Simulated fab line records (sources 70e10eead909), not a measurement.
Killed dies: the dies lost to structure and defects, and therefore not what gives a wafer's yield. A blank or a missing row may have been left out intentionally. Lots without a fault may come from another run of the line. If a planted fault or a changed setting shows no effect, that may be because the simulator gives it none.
A lot that was struck, set against a sound lot | flow nand harc | 16 out of 1159 route steps
Sound: wafers L644.2, L644.3, L644.4. Struck: wafers L648.1, L648.4, L648.5. The cause is given at the end.
Order at every step that has rows: each side's tool, ch and its chambers, its first start. Under that, the readings that differ: sound wafers | struck wafers | difference of the means | sigmas: that difference in standard deviations of wafers without a fault.
alike: a reading whose means differ by less than 2 such deviations, as well as words and numbers matching on both sides. not compared: withheld readings; readings where some wafer has no value; bounds like >300 that might hide an equal value; numbers whose values overlap and for which the record gives no deviation.
A row with sigmas, a row that says differs or no value, or rows on one side alone: a step with any of these is where the two part. Numbers that don't overlap but have no deviation are shown without sigmas and don't part them. A reading that every wafer of one side lacks parts them only if that side has two wafers or more.

NHARC_A_WL_FILL_INSPECT_15:
  sound on defect inspect-02 at day 20 05:01; struck on defect inspect-01 at day 20 19:05
  alike: raw defect count
NHARC_A_CONTACT_DEP_24: deposits SiO2, target thk 500 nm.
  sound on pecvd-01 ch 1,2, day 20 05:05; struck on pecvd-01 ch 0,1,2, day 20 19:25
  alike: heater power w, throttle valve pct
NHARC_A_CONTACT_DEP_28: deposits aC, target thk 3600 nm.
  sound on acl dep-03 ch 0, day 20 08:02; struck on acl dep-03 ch 0, day 20 22:37
  alike: throttle valve pct
NHARC_A_CONTACT_DEP_29: deposits SiON, target thk 70 nm.
  sound on pecvd-02 ch 0,1,2, day 20 10:04; struck on pecvd-04 ch 0,1, day 21 00:51
  alike: heater power w
then, 7 steps without rows for these wafers: NHARC_A_CONTACT_DEHYDRATE_32 (time 120 s); NHARC_A_CONTACT_HMDS_33 (time 30 s); NHARC_A_CONTACT_COAT_34 (time 75 s); NHARC_A_CONTACT_COAT_35 (time 65 s); NHARC_A_CONTACT_COAT_36 (resist thk 90 nm); NHARC_A_CONTACT_SOFTBAKE_37 (time 55 s); NHARC_A_CONTACT_EBR_38.
NHARC_A_CONTACT_EXPOSE_39: exposes mask A CC 3.
  sound on arfi scanner-02 ch 0, day 20 10:41; struck on arfi scanner-02 ch 0, day 21 01:19
  reading              | sound             | struck            | difference | sigmas
  exposure dose mJ cm2 | 58.78 58.81 58.79 | 44.20 44.17 44.22 | -14.60     | -99 or more
  alike: mask
then, 2 steps without rows for these wafers: NHARC_A_CONTACT_PEB_40 (peb time 65 s); NHARC_A_CONTACT_DEVELOP_41 (develop time 35 s).
NHARC_A_CONTACT_CD_MEAS_42 targets a cd of 200 nm.
  sound on cd sem-03 ch 0, day 20 10:50; struck on cd sem-02 ch 0, day 21 01:27
  reading    | sound             | struck            | difference | sigmas
  cd nm (nm) | 200.4 199.7 199.8 | 189.0 188.7 189.4 | -10.9      | -27
NHARC_A_CONTACT_OVL_MEAS_43:
  sound on overlay-01 at day 20 10:55; struck on overlay-01 at day 21 01:32
  alike: overlay x nm, overlay y nm

== WHERE THEY PART ==
Earliest at NHARC_A_CONTACT_EXPOSE_39; latest, in this record, at NHARC_A_CONTACT_CD_MEAS_42. Later steps at which nothing parts them and some readings are alike: NHARC_A_CONTACT_OVL_MEAS_43.

WHY: what had been put in by the simulator
Process parameters drifting: arfi scanner-02 at NHARC_A_CONTACT_EXPOSE_39, beginning at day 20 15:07. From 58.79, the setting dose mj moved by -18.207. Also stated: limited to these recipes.
